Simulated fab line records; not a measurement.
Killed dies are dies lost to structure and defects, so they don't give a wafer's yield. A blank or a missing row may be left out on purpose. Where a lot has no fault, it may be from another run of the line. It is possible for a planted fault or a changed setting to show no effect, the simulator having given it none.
Split-lot experiment | flow n5-finfet | 21 wafers read across 7 lots, on a route 1938 steps long

== THE SPLIT ITSELF ==
At N5_BEOL_M11_COAT_63 (time 60 s, resist thk 100 nm), the setting spin-rpm was moved away from the recipe's 1500 rpm on 3 of the 21 wafers read, by -6.5% to -3.3%. For the rest of the wafers, this setting stayed at what the recipe calls for.

== FROM THE SPLIT TO THE READING: what the file shows between them, 6 steps ==
- N5_BEOL_M11_COAT_64: time 60 s, resist thk 30 nm
- N5_BEOL_M11_COAT_22: resist thk 90 nm
- N5_BEOL_M11_DESCUM_33: chemistry O2, time 7.9 s
- N5_BEOL_M11_ETCH_65: etches SiARC in CF4, target depth 39 nm, time 65 s
- N5_BEOL_M11_ETCH_66: etches SOC in N2/H2, target depth 120 nm, overetch 24 nm, time 180 s
- N5_BEOL_M11_STRIP_69: strips in N2/H2

== THE READING ==
SOC_of_BEOL_M11_COAT_63.thk-nm (the simulator's own value, which no gauge read), in nm, at N5_BEOL_M11_VIA_ETCH_34 (etches SiCOH lowk in C4F6/O2, target depth 184.5 nm, time 69.2 s). There is no usual value for it anywhere in the file. Average 92.0 nm, standard deviation 0.27 nm, over the 18 wafers here run with the recipe.

wafer  | tool, chamber at the split | spin-rpm as run, rpm | against the recipe | SOC_of_BEOL_M11_COAT_63.thk-nm, nm | against lot-mates on the recipe
L078.2 | litho-track-01, 0          | 1500                 | recipe             | 91.4                               | -
L078.3 | litho-track-01, 0          | 1450                 | -3.3%              | 93.4                               | +2.0
L078.5 | litho-track-01, 0          | 1450                 | -3.3%              | 93.6                               | +2.2
L085.1 | litho-track-04, 0          | 1402                 | -6.5%              | 95.4                               | +3.5
L085.4 | litho-track-04, 0          | 1500                 | recipe             | 91.8                               | -
L085.5 | litho-track-04, 0          | 1500                 | recipe             | 92                                 | -
L086.1 | litho-track-04, 0          | 1500                 | recipe             | 92.6                               | -
L086.5 | litho-track-04, 0          | 1500                 | recipe             | 92.4                               | -
L086.6 | litho-track-04, 0          | 1500                 | recipe             | 92                                 | -
L092.1 | litho-track-03, 0          | 1500                 | recipe             | 92                                 | -
L092.6 | litho-track-03, 0          | 1500                 | recipe             | 92                                 | -
L092.4 | litho-track-03, 0          | 1500                 | recipe             | 92.2                               | -
L093.2 | litho-track-01, 0          | 1500                 | recipe             | 92.2                               | -
L093.4 | litho-track-01, 0          | 1500                 | recipe             | 92                                 | -
L093.6 | litho-track-01, 0          | 1500                 | recipe             | 92                                 | -
L094.2 | litho-track-03, 0          | 1500                 | recipe             | 91.8                               | -
L094.3 | litho-track-03, 0          | 1500                 | recipe             | 91.8                               | -
L094.6 | litho-track-03, 0          | 1500                 | recipe             | 91.8                               | -
L096.1 | litho-track-01, 0          | 1500                 | recipe             | 91.8                               | -
L096.2 | litho-track-01, 0          | 1500                 | recipe             | 91.8                               | -
L096.3 | litho-track-01, 0          | 1500                 | recipe             | 92.4                               | -

FIT RESULTS
A straight line over all 21 wafers: SOC_of_BEOL_M11_COAT_63.thk-nm changes by -0.498 nm for each +1% of spin-rpm; r = -0.95; the points scatter about the line by 0.28 nm.
The same after taking each lot's own level away (the mean of its wafers on the recipe; 21 wafers): -0.566 nm for each +1%; r = -0.98; scatter 0.18 nm.
According to that fit, moving spin-rpm by its largest amount changes the reading by 3.7 nm.
Measured against the standard deviation above, the lots' own levels, which go from 91.40 to 92.33 nm, span 3.4 times it.
Thus the slope moves with the lot-to-lot level: the two fits are different.
Check: for one of the wafers moved furthest among these (-6.5%), held out of the fit, the line's prediction against its lot-mates is +4.12 nm. It came out at +3.5 nm against them.

== OTHER SPLITS APPLIED TO THESE WAFERS ==
Note: prior to the reading, these wafers also went through further splits. Each is held against what the fit with the lots' levels taken away leaves over:
other split on the same wafers | wafers away from the commonest value | r with SOC_of_BEOL_M11_COAT_63.thk-nm (lot level and that fit taken away)
N5_BEOL_M11_DESCUM_16 time-s   | 5                                    | +0.08

== THE WHOLE CHAIN: every reading that the file lists as answering this split, in the file's order ==
step                    | what it does                                                         | reading                                                                         | change (the file's fit)               | r (the file's)
N5_BEOL_M11_COAT_63     | time 60 s, resist thk 100 nm                                         | SOC_of_BEOL_M11_COAT_63.thk-nm (the simulator's own value, which no gauge read) | -0.518 nm for each +1% of the setting | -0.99
N5_BEOL_M11_ETCH_66     | etches SOC in N2/H2, target depth 120 nm, overetch 24 nm, time 180 s | etch.depth-nm (the simulator's own value, which no gauge read)                  | -0.538 nm for each +1% of the setting | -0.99
N5_BEOL_M11_VIA_ETCH_34 | etches SiCOH lowk in C4F6/O2, target depth 184.5 nm, time 69.2 s     | SOC_of_BEOL_M11_COAT_63.thk-nm (the simulator's own value, which no gauge read) | -0.555 nm for each +1% of the setting | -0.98

== FILE'S OWN FIT ==
SOC_of_BEOL_M11_COAT_63.thk-nm changes by -0.555 nm for each +1% of spin-rpm, r = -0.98.
